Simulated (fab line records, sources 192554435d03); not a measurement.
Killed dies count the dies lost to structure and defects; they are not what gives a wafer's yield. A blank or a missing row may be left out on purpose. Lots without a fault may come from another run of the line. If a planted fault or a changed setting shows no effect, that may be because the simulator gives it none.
Chamber matching	flow n5_finfet	4 sister chambers for N5_BEOL_M8_ETCH_65 on rie_diel-01
The step etches SiARC in CF4, target depth 15.6 nm, time 26 s. 14 wafers are shown with their chamber, then 7 later ones without.

== WAFERS PAIRED WITH THEIR CHAMBERS ==
wafer	chamber	drypump_motor_current_A (A)	showerhead_plenum_p_Torr (Torr)	oes_product_au (a.u.)
L075.2	0	6.4	2.21	0.59
L075.4	3	5.9	2.09	0.74
L075.6	0	6.4	2.21	0.59
L080.1	0	6.4	2.20	0.58
L080.4	2	6.5	2.05	0.62
L080.6	0	6.4	2.20	0.59
L082.3	1	5.8	2.08	0.72
L082.4	3	5.9	2.08	0.73
L082.6	3	5.9	2.08	0.73
L085.2	2	6.6	2.05	0.60
L085.3	0	6.4	2.20	0.58
L085.4	1	5.8	2.07	0.70
L092.1	1	5.7	2.07	0.69
L092.2	2	6.6	2.04	0.61

SIGNATURES (averages over the wafers above)
reading	chamber 0	chamber 1	chamber 2	chamber 3	scatter within a chamber
drypump_motor_current_A	6.400	5.767	6.567	5.900	0.0365
showerhead_plenum_p_Torr	2.2040	2.0733	2.0467	2.0833	0.00566
oes_product_au	0.5860	0.7033	0.6100	0.7333	0.00924
Rule: for each reading, subtract the chamber's mean from the wafer's reading, divide by that reading's scatter and square the result; add these up over the readings and take the root, which gives the wafer's distance from the chamber. The wafer belongs to the nearest chamber; if the next one is less than 2 further off, it can't be placed. The scatter is the square root of a quotient: the sum, over the shown wafers, of each reading's squared deviation from its chamber's mean, divided by wafers minus chambers.

== WAFERS MISSING THEIR CHAMBER ==
wafer	drypump_motor_current_A (A)	showerhead_plenum_p_Torr (Torr)	oes_product_au (a.u.)
L092.6	6.4	2.20	0.85
L094.1	6.4	2.20	0.83
L094.2	6.0	2.07	0.70
L094.5	6.4	2.20	0.82
L096.2	6.0	2.07	0.70
L096.4	6.6	2.04	0.60
L096.5	6.4	2.20	0.82

== WHICH CHAMBER EACH ONE RAN IN ==
wafer	from the rows above	in truth
L092.6	can't be placed: 3 or 0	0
L094.1	can't be placed: 0 or 3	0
L094.2	can't be placed: 3 or 1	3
L094.5	can't be placed: 0 or 3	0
L096.2	can't be placed: 3 or 1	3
L096.4	2	2
L096.5	can't be placed: 0 or 3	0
Correctly placed: 1 of 7. Not placeable from these rows: 6 (in 6, the candidates include the true chamber). Number placed wrongly: 0.
